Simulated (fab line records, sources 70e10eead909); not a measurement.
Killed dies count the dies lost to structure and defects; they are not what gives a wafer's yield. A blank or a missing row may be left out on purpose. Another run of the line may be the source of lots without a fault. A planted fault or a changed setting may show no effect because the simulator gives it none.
Which of the tools did it? / flow nandHarc / 24 lots with 72 wafers sampled at 6 steps, on a route of 1302 steps

== WHAT THE GAUGES READ, wafer by wafer ==
The record holds no reading of a measuring or inspecting step that can be judged against a usual standard deviation.

== EACH LOT AND THE TOOL THAT RAN IT (in order: tool; ch and the chambers of the sampled wafers; start) ==
lot=L075; NHARC_A_WL_FILL_STRIP_27=plasmaAsher-02 ch 0,1, day 20 19:56; NHARC_A_WL_FILL_ETCHBACK_17=rieMetal-03 ch 1, day 21 06:09; NHARC_A_CONTACT_DEP_24=pecvd-03 ch 0,2, day 21 12:36; NHARC_A_CONTACT_ETCH_115=harCapEtch-02 ch 0,1, day 21 22:17; NHARC_A_CONTACT_ETCH_122=harCapEtch-02 ch 0,1, day 21 23:28; NHARC_A_CONTACT_DEP_58=pecvd-03 ch 0,2, day 22 08:56
lot=L074; NHARC_A_WL_FILL_STRIP_27=plasmaAsher-01 ch 0,1, day 21 06:08; NHARC_A_WL_FILL_ETCHBACK_17=rieMetal-01 ch 0,1, day 21 15:52; NHARC_A_CONTACT_DEP_24=pecvd-03 ch 0,1, day 21 22:33; NHARC_A_CONTACT_ETCH_115=harCapEtch-03 ch 0,1, day 22 09:48; NHARC_A_CONTACT_ETCH_122=harCapEtch-03 ch 0,1, day 22 11:01; NHARC_A_CONTACT_DEP_58=pecvd-02 ch 0,2, day 22 19:08
lot=L076; NHARC_A_WL_FILL_STRIP_27=plasmaAsher-01 ch 0,1, day 21 07:43; NHARC_A_WL_FILL_ETCHBACK_17=rieMetal-02 ch 0,1, day 21 15:47; NHARC_A_CONTACT_DEP_24=pecvd-03 ch 0,1, day 21 22:14; NHARC_A_CONTACT_ETCH_115=harCapEtch-03 ch 1, day 22 07:11; NHARC_A_CONTACT_ETCH_122=harCapEtch-03 ch 1, day 22 08:22; NHARC_A_CONTACT_DEP_58=pecvd-03 ch 0,1,2, day 22 15:55
lot=L077; NHARC_A_WL_FILL_STRIP_27=plasmaAsher-02 ch 0,1, day 21 07:47; NHARC_A_WL_FILL_ETCHBACK_17=rieMetal-03 ch 0, day 21 15:49; NHARC_A_CONTACT_DEP_24=pecvd-02 ch 0,1, day 21 22:19; NHARC_A_CONTACT_ETCH_115=harCapEtch-02 ch 0,1, day 22 07:32; NHARC_A_CONTACT_ETCH_122=harCapEtch-02 ch 0,1, day 22 08:44; NHARC_A_CONTACT_DEP_58=pecvd-01 ch 1,2, day 22 16:07
lot=L078; NHARC_A_WL_FILL_STRIP_27=plasmaAsher-01 ch 0,1, day 22 03:18; NHARC_A_WL_FILL_ETCHBACK_17=rieMetal-02 ch 0,1, day 22 20:09; NHARC_A_CONTACT_DEP_24=pecvd-03 ch 1,2, day 23 02:34; NHARC_A_CONTACT_ETCH_115=harCapEtch-03 ch 0,1, day 23 10:53; NHARC_A_CONTACT_ETCH_122=harCapEtch-03 ch 0,1, day 23 12:04; NHARC_A_CONTACT_DEP_58=pecvd-01 ch 1,2, day 23 19:27
lot=L079; NHARC_A_WL_FILL_STRIP_27=plasmaAsher-01 ch 0,1, day 23 02:09; NHARC_A_WL_FILL_ETCHBACK_17=rieMetal-01 ch 0,1, day 23 12:20; NHARC_A_CONTACT_DEP_24=pecvd-03 ch 0,1, day 23 18:41; NHARC_A_CONTACT_ETCH_115=harCapEtch-02 ch 0,1, day 24 03:05; NHARC_A_CONTACT_ETCH_122=harCapEtch-02 ch 0,1, day 24 04:17; NHARC_A_CONTACT_DEP_58=pecvd-03 ch 0,1,2, day 24 13:46
lot=L080; NHARC_A_WL_FILL_STRIP_27=plasmaAsher-01 ch 0,1, day 23 08:13; NHARC_A_WL_FILL_ETCHBACK_17=rieMetal-02 ch 0,1, day 23 20:00; NHARC_A_CONTACT_DEP_24=pecvd-01 ch 0,1,2, day 24 03:20; NHARC_A_CONTACT_ETCH_115=harCapEtch-01 ch 0,1, day 24 14:23; NHARC_A_CONTACT_ETCH_122=harCapEtch-01 ch 0,1, day 24 15:35; NHARC_A_CONTACT_DEP_58=pecvd-01 ch 0,1,2, day 25 00:56
lot=L081; NHARC_A_WL_FILL_STRIP_27=plasmaAsher-02 ch 0,1, day 23 15:01; NHARC_A_WL_FILL_ETCHBACK_17=rieMetal-01 ch 0, day 24 00:44; NHARC_A_CONTACT_DEP_24=pecvd-01 ch 0,1,2, day 24 07:12; NHARC_A_CONTACT_ETCH_115=harCapEtch-03 ch 0,1, day 24 21:47; NHARC_A_CONTACT_ETCH_122=harCapEtch-03 ch 0,1, day 24 22:58; NHARC_A_CONTACT_DEP_58=pecvd-01 ch 0,1, day 25 05:04
lot=L083; NHARC_A_WL_FILL_STRIP_27=plasmaAsher-02 ch 0,1, day 24 08:02; NHARC_A_WL_FILL_ETCHBACK_17=rieMetal-02 ch 0,1, day 24 17:44; NHARC_A_CONTACT_DEP_24=pecvd-02 ch 0,1,2, day 25 00:15; NHARC_A_CONTACT_ETCH_115=harCapEtch-01 ch 0,1, day 25 08:34; NHARC_A_CONTACT_ETCH_122=harCapEtch-01 ch 0,1, day 25 09:46; NHARC_A_CONTACT_DEP_58=pecvd-01 ch 0,1,2, day 25 16:53
lot=L082; NHARC_A_WL_FILL_STRIP_27=plasmaAsher-02 ch 0,1, day 24 11:44; NHARC_A_WL_FILL_ETCHBACK_17=rieMetal-03 ch 0,1, day 24 22:23; NHARC_A_CONTACT_DEP_24=pecvd-02 ch 0,1,2, day 25 04:53; NHARC_A_CONTACT_ETCH_115=harCapEtch-03 ch 0,1, day 25 14:11; NHARC_A_CONTACT_ETCH_122=harCapEtch-03 ch 0,1, day 25 15:23; NHARC_A_CONTACT_DEP_58=pecvd-01 ch 0,1,2, day 25 23:45
lot=L085; NHARC_A_WL_FILL_STRIP_27=plasmaAsher-02 ch 0,1, day 24 22:17; NHARC_A_WL_FILL_ETCHBACK_17=rieMetal-03 ch 0,1, day 25 09:14; NHARC_A_CONTACT_DEP_24=pecvd-03 ch 0,1,2, day 25 15:40; NHARC_A_CONTACT_ETCH_115=harCapEtch-03 ch 0,1, day 26 00:29; NHARC_A_CONTACT_ETCH_122=harCapEtch-03 ch 0,1, day 26 01:41; NHARC_A_CONTACT_DEP_58=pecvd-03 ch 0,2, day 26 08:20
lot=L084; NHARC_A_WL_FILL_STRIP_27=plasmaAsher-02 ch 0,1, day 25 01:42; NHARC_A_WL_FILL_ETCHBACK_17=rieMetal-02 ch 0,1, day 25 09:16; NHARC_A_CONTACT_DEP_24=pecvd-01 ch 0,1, day 25 15:38; NHARC_A_CONTACT_ETCH_115=harCapEtch-01 ch 0,1, day 26 01:34; NHARC_A_CONTACT_ETCH_122=harCapEtch-01 ch 0,1, day 26 02:46; NHARC_A_CONTACT_DEP_58=pecvd-03 ch 0,1,2, day 26 09:36
lot=L087; NHARC_A_WL_FILL_STRIP_27=plasmaAsher-02 ch 0,1, day 25 09:55; NHARC_A_WL_FILL_ETCHBACK_17=rieMetal-02 ch 0,1, day 25 19:38; NHARC_A_CONTACT_DEP_24=pecvd-03 ch 0,1,2, day 26 02:05; NHARC_A_CONTACT_ETCH_115=harCapEtch-01 ch 0,1, day 26 10:52; NHARC_A_CONTACT_ETCH_122=harCapEtch-01 ch 0,1, day 26 12:04; NHARC_A_CONTACT_DEP_58=pecvd-01 ch 1,2, day 26 20:11
lot=L086; NHARC_A_WL_FILL_STRIP_27=plasmaAsher-02 ch 0,1, day 25 13:57; NHARC_A_WL_FILL_ETCHBACK_17=rieMetal-01 ch 0,1, day 26 01:59; NHARC_A_CONTACT_DEP_24=pecvd-02 ch 1,2, day 26 08:22; NHARC_A_CONTACT_ETCH_115=harCapEtch-03 ch 0,1, day 26 20:38; NHARC_A_CONTACT_ETCH_122=harCapEtch-03 ch 0,1, day 26 21:49; NHARC_A_CONTACT_DEP_58=pecvd-03 ch 0,1, day 27 04:58
lot=L088; NHARC_A_WL_FILL_STRIP_27=plasmaAsher-01 ch 0,1, day 26 09:55; NHARC_A_WL_FILL_ETCHBACK_17=rieMetal-03 ch 0,1, day 26 20:07; NHARC_A_CONTACT_DEP_24=pecvd-03 ch 1,2, day 27 02:33; NHARC_A_CONTACT_ETCH_115=harCapEtch-02 ch 0,1, day 27 10:51; NHARC_A_CONTACT_ETCH_122=harCapEtch-02 ch 0,1, day 27 12:02; NHARC_A_CONTACT_DEP_58=pecvd-01 ch 1,2, day 27 17:40
lot=L089; NHARC_A_WL_FILL_STRIP_27=plasmaAsher-01 ch 0,1, day 26 11:38; NHARC_A_WL_FILL_ETCHBACK_17=rieMetal-02 ch 0,1, day 26 20:07; NHARC_A_CONTACT_DEP_24=pecvd-02 ch 0,1,2, day 27 02:41; NHARC_A_CONTACT_ETCH_115=harCapEtch-01 ch 0,1, day 27 11:53; NHARC_A_CONTACT_ETCH_122=harCapEtch-01 ch 0,1, day 27 13:05; NHARC_A_CONTACT_DEP_58=pecvd-02 ch 0,1,2, day 27 18:37
lot=L091; NHARC_A_WL_FILL_STRIP_27=plasmaAsher-01 ch 0,1, day 27 16:37; NHARC_A_WL_FILL_ETCHBACK_17=rieMetal-01 ch 0,1, day 28 02:51; NHARC_A_CONTACT_DEP_24=pecvd-01 ch 1,2, day 28 09:19; NHARC_A_CONTACT_ETCH_115=harCapEtch-01 ch 0,1, day 28 17:28; NHARC_A_CONTACT_ETCH_122=harCapEtch-01 ch 0,1, day 28 18:40; NHARC_A_CONTACT_DEP_58=pecvd-03 ch 1,2, day 29 05:08
lot=L090; NHARC_A_WL_FILL_STRIP_27=plasmaAsher-01 ch 0,1, day 27 19:20; NHARC_A_WL_FILL_ETCHBACK_17=rieMetal-02 ch 0,1, day 28 02:48; NHARC_A_CONTACT_DEP_24=pecvd-02 ch 0,2, day 28 09:29; NHARC_A_CONTACT_ETCH_115=harCapEtch-03 ch 0,1, day 28 17:54; NHARC_A_CONTACT_ETCH_122=harCapEtch-03 ch 0,1, day 28 19:06; NHARC_A_CONTACT_DEP_58=pecvd-03 ch 0,2, day 29 06:51
lot=L092; NHARC_A_WL_FILL_STRIP_27=plasmaAsher-01 ch 0,1, day 28 11:20; NHARC_A_WL_FILL_ETCHBACK_17=rieMetal-03 ch 0, day 28 21:37; NHARC_A_CONTACT_DEP_24=pecvd-02 ch 0,2, day 29 04:04; NHARC_A_CONTACT_ETCH_115=harCapEtch-02 ch 0,1, day 29 16:48; NHARC_A_CONTACT_ETCH_122=harCapEtch-02 ch 0,1, day 29 18:00; NHARC_A_CONTACT_DEP_58=pecvd-03 ch 0,2, day 30 01:54
lot=L094; NHARC_A_WL_FILL_STRIP_27=plasmaAsher-01 ch 1, day 28 13:14; NHARC_A_WL_FILL_ETCHBACK_17=rieMetal-02 ch 0,1, day 28 21:32; NHARC_A_CONTACT_DEP_24=pecvd-03 ch 0,1, day 29 03:57; NHARC_A_CONTACT_ETCH_115=harCapEtch-03 ch 0,1, day 29 16:39; NHARC_A_CONTACT_ETCH_122=harCapEtch-03 ch 0,1, day 29 17:51; NHARC_A_CONTACT_DEP_58=pecvd-02 ch 1,2, day 30 01:31
lot=L093; NHARC_A_WL_FILL_STRIP_27=plasmaAsher-02 ch 0,1, day 28 16:00; NHARC_A_WL_FILL_ETCHBACK_17=rieMetal-02 ch 0, day 29 02:48; NHARC_A_CONTACT_DEP_24=pecvd-02 ch 0,2, day 29 09:13; NHARC_A_CONTACT_ETCH_115=harCapEtch-03 ch 0,1, day 29 22:25; NHARC_A_CONTACT_ETCH_122=harCapEtch-03 ch 0,1, day 30 00:01; NHARC_A_CONTACT_DEP_58=pecvd-02 ch 0,1, day 30 07:04
lot=L095; NHARC_A_WL_FILL_STRIP_27=plasmaAsher-02 ch 0,1, day 29 15:46; NHARC_A_WL_FILL_ETCHBACK_17=rieMetal-02 ch 0,1, day 30 01:58; NHARC_A_CONTACT_DEP_24=pecvd-02 ch 1,2, day 30 08:17; NHARC_A_CONTACT_ETCH_115=harCapEtch-03 ch 0,1, day 30 17:23; NHARC_A_CONTACT_ETCH_122=harCapEtch-03 ch 0,1, day 30 18:34; NHARC_A_CONTACT_DEP_58=pecvd-02 ch 0,1,2, day 31 02:10
lot=L096; NHARC_A_WL_FILL_STRIP_27=plasmaAsher-02 ch 0,1, day 29 15:54; NHARC_A_WL_FILL_ETCHBACK_17=rieMetal-01 ch 0,1, day 30 01:59; NHARC_A_CONTACT_DEP_24=pecvd-03 ch 1,2, day 30 08:19; NHARC_A_CONTACT_ETCH_115=harCapEtch-01 ch 0,1, day 30 18:40; NHARC_A_CONTACT_ETCH_122=harCapEtch-01 ch 0,1, day 30 19:51; NHARC_A_CONTACT_DEP_58=pecvd-02 ch 0,1,2, day 31 02:55
lot=L097; NHARC_A_WL_FILL_STRIP_27=plasmaAsher-02 ch 0,1, day 30 01:06; NHARC_A_WL_FILL_ETCHBACK_17=rieMetal-01 ch 0,1, day 30 12:25; NHARC_A_CONTACT_DEP_24=pecvd-03 ch 0,2, day 30 18:52; NHARC_A_CONTACT_ETCH_115=harCapEtch-03 ch 0,1, day 31 03:07; NHARC_A_CONTACT_ETCH_122=harCapEtch-03 ch 0,1, day 31 04:19; NHARC_A_CONTACT_DEP_58=pecvd-02 ch 1,2, day 31 09:59
- NHARC_A_WL_FILL_STRIP_27: strips in N2/H2, time 20 s.
- NHARC_A_WL_FILL_ETCHBACK_17: etches the open film in Cl2/BCl3, target depth 4 nm, time 26.7 s.
- NHARC_A_CONTACT_DEP_24: deposits SiO2, target thk 500 nm.
- NHARC_A_CONTACT_ETCH_115: etches the open film in C4F8/O2/Ar, time 190 s, target depth 1850 nm.
- NHARC_A_CONTACT_ETCH_122: etches the open film in C4F8/O2/Ar, time 190 s, target depth 1850 nm.
- NHARC_A_CONTACT_DEP_58: deposits SiON, target thk 90 nm.

== AS READ BY THE TOOLS THEMSELVES (means over the sampled wafers that have a number; for cases with no such wafer, the mark the record gives instead) ==
NHARC_A_WL_FILL_STRIP_27.
lot=L075; tool=plasmaAsher-02; drypumpMotorCurrentA (A)=6.3; heaterPowerW (W)=361
lot=L074; tool=plasmaAsher-01; drypumpMotorCurrentA (A)=5.2; heaterPowerW (W)=318
lot=L076; tool=plasmaAsher-01; drypumpMotorCurrentA (A)=5.2; heaterPowerW (W)=324
lot=L077; tool=plasmaAsher-02; drypumpMotorCurrentA (A)=6.3; heaterPowerW (W)=354
lot=L078; tool=plasmaAsher-01; drypumpMotorCurrentA (A)=5.3; heaterPowerW (W)=323
lot=L079; tool=plasmaAsher-01; drypumpMotorCurrentA (A)=5.2; heaterPowerW (W)=313
lot=L080; tool=plasmaAsher-01; drypumpMotorCurrentA (A)=5.1; heaterPowerW (W)=318
lot=L081; tool=plasmaAsher-02; drypumpMotorCurrentA (A)=6.3; heaterPowerW (W)=354
lot=L083; tool=plasmaAsher-02; drypumpMotorCurrentA (A)=6.3; heaterPowerW (W)=348
lot=L082; tool=plasmaAsher-02; drypumpMotorCurrentA (A)=6.3; heaterPowerW (W)=353
lot=L085; tool=plasmaAsher-02; drypumpMotorCurrentA (A)=6.0; heaterPowerW (W)=353
lot=L084; tool=plasmaAsher-02; drypumpMotorCurrentA (A)=6.0; heaterPowerW (W)=340
lot=L087; tool=plasmaAsher-02; drypumpMotorCurrentA (A)=6.3; heaterPowerW (W)=350
lot=L086; tool=plasmaAsher-02; drypumpMotorCurrentA (A)=6.3; heaterPowerW (W)=357
lot=L088; tool=plasmaAsher-01; drypumpMotorCurrentA (A)=5.3; heaterPowerW (W)=315
lot=L089; tool=plasmaAsher-01; drypumpMotorCurrentA (A)=5.2; heaterPowerW (W)=311
lot=L091; tool=plasmaAsher-01; drypumpMotorCurrentA (A)=5.1; heaterPowerW (W)=316
lot=L090; tool=plasmaAsher-01; drypumpMotorCurrentA (A)=5.3; heaterPowerW (W)=318
lot=L092; tool=plasmaAsher-01; drypumpMotorCurrentA (A)=5.1; heaterPowerW (W)=316
lot=L094; tool=plasmaAsher-01; drypumpMotorCurrentA (A)=5.1; heaterPowerW (W)=320
lot=L093; tool=plasmaAsher-02; drypumpMotorCurrentA (A)=6.3; heaterPowerW (W)=354
lot=L095; tool=plasmaAsher-02; drypumpMotorCurrentA (A)=6.0; heaterPowerW (W)=350
lot=L096; tool=plasmaAsher-02; drypumpMotorCurrentA (A)=6.3; heaterPowerW (W)=348
lot=L097; tool=plasmaAsher-02; drypumpMotorCurrentA (A)=6.0; heaterPowerW (W)=355

NHARC_A_WL_FILL_ETCHBACK_17.
lot=L075; tool=rieMetal-03; drypumpMotorCurrentA (A)=5.74; oesProductAu (a.u.)=1.011
lot=L074; tool=rieMetal-01; drypumpMotorCurrentA (A)=5.58; oesProductAu (a.u.)=0.993
lot=L076; tool=rieMetal-02; drypumpMotorCurrentA (A)=5.74; oesProductAu (a.u.)=1.001
lot=L077; tool=rieMetal-03; drypumpMotorCurrentA (A)=5.93; oesProductAu (a.u.)=1.008
lot=L078; tool=rieMetal-02; drypumpMotorCurrentA (A)=5.70; oesProductAu (a.u.)=1.002
lot=L079; tool=rieMetal-01; drypumpMotorCurrentA (A)=5.59; oesProductAu (a.u.)=0.998
lot=L080; tool=rieMetal-02; drypumpMotorCurrentA (A)=5.54; oesProductAu (a.u.)=1.010
lot=L081; tool=rieMetal-01; drypumpMotorCurrentA (A)=5.66; oesProductAu (a.u.)=0.994
lot=L083; tool=rieMetal-02; drypumpMotorCurrentA (A)=5.71; oesProductAu (a.u.)=0.993
lot=L082; tool=rieMetal-03; drypumpMotorCurrentA (A)=5.81; oesProductAu (a.u.)=0.996
lot=L085; tool=rieMetal-03; drypumpMotorCurrentA (A)=5.81; oesProductAu (a.u.)=0.995
lot=L084; tool=rieMetal-02; drypumpMotorCurrentA (A)=5.54; oesProductAu (a.u.)=1.008
lot=L087; tool=rieMetal-02; drypumpMotorCurrentA (A)=5.72; oesProductAu (a.u.)=0.997
lot=L086; tool=rieMetal-01; drypumpMotorCurrentA (A)=5.56; oesProductAu (a.u.)=1.004
lot=L088; tool=rieMetal-03; drypumpMotorCurrentA (A)=5.80; oesProductAu (a.u.)=0.996
lot=L089; tool=rieMetal-02; drypumpMotorCurrentA (A)=5.72; oesProductAu (a.u.)=0.999
lot=L091; tool=rieMetal-01; drypumpMotorCurrentA (A)=5.58; oesProductAu (a.u.)=1.005
lot=L090; tool=rieMetal-02; drypumpMotorCurrentA (A)=5.73; oesProductAu (a.u.)=1.001
lot=L092; tool=rieMetal-03; drypumpMotorCurrentA (A)=5.93; oesProductAu (a.u.)=1.004
lot=L094; tool=rieMetal-02; drypumpMotorCurrentA (A)=5.72; oesProductAu (a.u.)=1.006
lot=L093; tool=rieMetal-02; drypumpMotorCurrentA (A)=5.34; oesProductAu (a.u.)=1.010
lot=L095; tool=rieMetal-02; drypumpMotorCurrentA (A)=5.71; oesProductAu (a.u.)=0.999
lot=L096; tool=rieMetal-01; drypumpMotorCurrentA (A)=5.57; oesProductAu (a.u.)=0.996
lot=L097; tool=rieMetal-01; drypumpMotorCurrentA (A)=5.55; oesProductAu (a.u.)=1.003

NHARC_A_CONTACT_DEP_24.
lot=L075; tool=pecvd-03; chamberPressureTorr (Torr)=6.504; heaterPowerW (W)=590; throttleValvePct (%)=16.2
lot=L074; tool=pecvd-03; chamberPressureTorr (Torr)=6.499; heaterPowerW (W)=467; throttleValvePct (%)=16.4
lot=L076; tool=pecvd-03; chamberPressureTorr (Torr)=6.489; heaterPowerW (W)=482; throttleValvePct (%)=16.4
lot=L077; tool=pecvd-02; chamberPressureTorr (Torr)=6.518; heaterPowerW (W)=452; throttleValvePct (%)=16.3
lot=L078; tool=pecvd-03; chamberPressureTorr (Torr)=6.508; heaterPowerW (W)=528; throttleValvePct (%)=16.2
lot=L079; tool=pecvd-03; chamberPressureTorr (Torr)=6.503; heaterPowerW (W)=506; throttleValvePct (%)=16.4
lot=L080; tool=pecvd-01; chamberPressureTorr (Torr)=6.502; heaterPowerW (W)=585; throttleValvePct (%)=15.3
lot=L081; tool=pecvd-01; chamberPressureTorr (Torr)=6.496; heaterPowerW (W)=527; throttleValvePct (%)=15.3
lot=L083; tool=pecvd-02; chamberPressureTorr (Torr)=6.498; heaterPowerW (W)=546; throttleValvePct (%)=16.2
lot=L082; tool=pecvd-02; chamberPressureTorr (Torr)=6.493; heaterPowerW (W)=545; throttleValvePct (%)=16.4
lot=L085; tool=pecvd-03; chamberPressureTorr (Torr)=6.485; heaterPowerW (W)=535; throttleValvePct (%)=16.3
lot=L084; tool=pecvd-01; chamberPressureTorr (Torr)=6.504; heaterPowerW (W)=560; throttleValvePct (%)=15.9
lot=L087; tool=pecvd-03; chamberPressureTorr (Torr)=6.511; heaterPowerW (W)=520; throttleValvePct (%)=16.1
lot=L086; tool=pecvd-02; chamberPressureTorr (Torr)=6.504; heaterPowerW (W)=584; throttleValvePct (%)=16.1
lot=L088; tool=pecvd-03; chamberPressureTorr (Torr)=6.494; heaterPowerW (W)=499; throttleValvePct (%)=16.4
lot=L089; tool=pecvd-02; chamberPressureTorr (Torr)=6.503; heaterPowerW (W)=543; throttleValvePct (%)=16.1
lot=L091; tool=pecvd-01; chamberPressureTorr (Torr)=6.491; heaterPowerW (W)=511; throttleValvePct (%)=15.3
lot=L090; tool=pecvd-02; chamberPressureTorr (Torr)=6.504; heaterPowerW (W)=545; throttleValvePct (%)=15.9
lot=L092; tool=pecvd-02; chamberPressureTorr (Torr)=6.501; heaterPowerW (W)=591; throttleValvePct (%)=16.1
lot=L094; tool=pecvd-03; chamberPressureTorr (Torr)=6.490; heaterPowerW (W)=448; throttleValvePct (%)=16.8
lot=L093; tool=pecvd-02; chamberPressureTorr (Torr)=6.496; heaterPowerW (W)=411; throttleValvePct (%)=16.2
lot=L095; tool=pecvd-02; chamberPressureTorr (Torr)=6.483; heaterPowerW (W)=620; throttleValvePct (%)=16.2
lot=L096; tool=pecvd-03; chamberPressureTorr (Torr)=6.495; heaterPowerW (W)=487; throttleValvePct (%)=16.5
lot=L097; tool=pecvd-03; chamberPressureTorr (Torr)=6.501; heaterPowerW (W)=605; throttleValvePct (%)=16.6

NHARC_A_CONTACT_DEP_58.
lot=L075; tool=pecvd-03; chamberPressureTorr (Torr)=3.496; heaterPowerW (W)=779
lot=L074; tool=pecvd-02; chamberPressureTorr (Torr)=3.502; heaterPowerW (W)=695
lot=L076; tool=pecvd-03; chamberPressureTorr (Torr)=3.498; heaterPowerW (W)=748
lot=L077; tool=pecvd-01; chamberPressureTorr (Torr)=3.508; heaterPowerW (W)=716
lot=L078; tool=pecvd-01; chamberPressureTorr (Torr)=3.499; heaterPowerW (W)=749
lot=L079; tool=pecvd-03; chamberPressureTorr (Torr)=3.494; heaterPowerW (W)=729
lot=L080; tool=pecvd-01; chamberPressureTorr (Torr)=3.491; heaterPowerW (W)=778
lot=L081; tool=pecvd-01; chamberPressureTorr (Torr)=3.500; heaterPowerW (W)=733
lot=L083; tool=pecvd-01; chamberPressureTorr (Torr)=3.500; heaterPowerW (W)=801
lot=L082; tool=pecvd-01; chamberPressureTorr (Torr)=3.492; heaterPowerW (W)=800
lot=L085; tool=pecvd-03; chamberPressureTorr (Torr)=3.506; heaterPowerW (W)=772
lot=L084; tool=pecvd-03; chamberPressureTorr (Torr)=3.499; heaterPowerW (W)=689
lot=L087; tool=pecvd-01; chamberPressureTorr (Torr)=3.499; heaterPowerW (W)=792
lot=L086; tool=pecvd-03; chamberPressureTorr (Torr)=3.498; heaterPowerW (W)=768
lot=L088; tool=pecvd-01; chamberPressureTorr (Torr)=3.494; heaterPowerW (W)=710
lot=L089; tool=pecvd-02; chamberPressureTorr (Torr)=3.498; heaterPowerW (W)=729
lot=L091; tool=pecvd-03; chamberPressureTorr (Torr)=3.501; heaterPowerW (W)=667
lot=L090; tool=pecvd-03; chamberPressureTorr (Torr)=3.497; heaterPowerW (W)=775
lot=L092; tool=pecvd-03; chamberPressureTorr (Torr)=3.500; heaterPowerW (W)=750
lot=L094; tool=pecvd-02; chamberPressureTorr (Torr)=3.502; heaterPowerW (W)=841
lot=L093; tool=pecvd-02; chamberPressureTorr (Torr)=3.498; heaterPowerW (W)=726
lot=L095; tool=pecvd-02; chamberPressureTorr (Torr)=3.499; heaterPowerW (W)=707
lot=L096; tool=pecvd-02; chamberPressureTorr (Torr)=3.506; heaterPowerW (W)=686
lot=L097; tool=pecvd-02; chamberPressureTorr (Torr)=3.496; heaterPowerW (W)=792

== THE ANSWER, worked out from the rows above alone ==
Rule: what is usual is taken from the lots themselves. Put in order of their means at a reading, lots are off if they are a third of the lots or fewer, leave a main group of 4 or more, and stand apart from it by a gap of 3 or more times the standard deviation of the main group's means; of several such gaps the widest counts. A main group is skipped when, at the precision printed for the reading in the tables above, its means are all equal. Also off: a lot with no number at a reading for which 4 or more lots have one. Any other lot the step has rows for is counted as sound. The gauges are gone through in route order, then the tools' own readings, and for those a lot's mean is taken as printed above. At the first step where some lot is off, the reading lying furthest off is the one used; lots without a number count as furthest.
Nothing can be told from this: no lot is off at any reading shown.

== WHAT WAS PUT IN BY THE SIMULATOR ==
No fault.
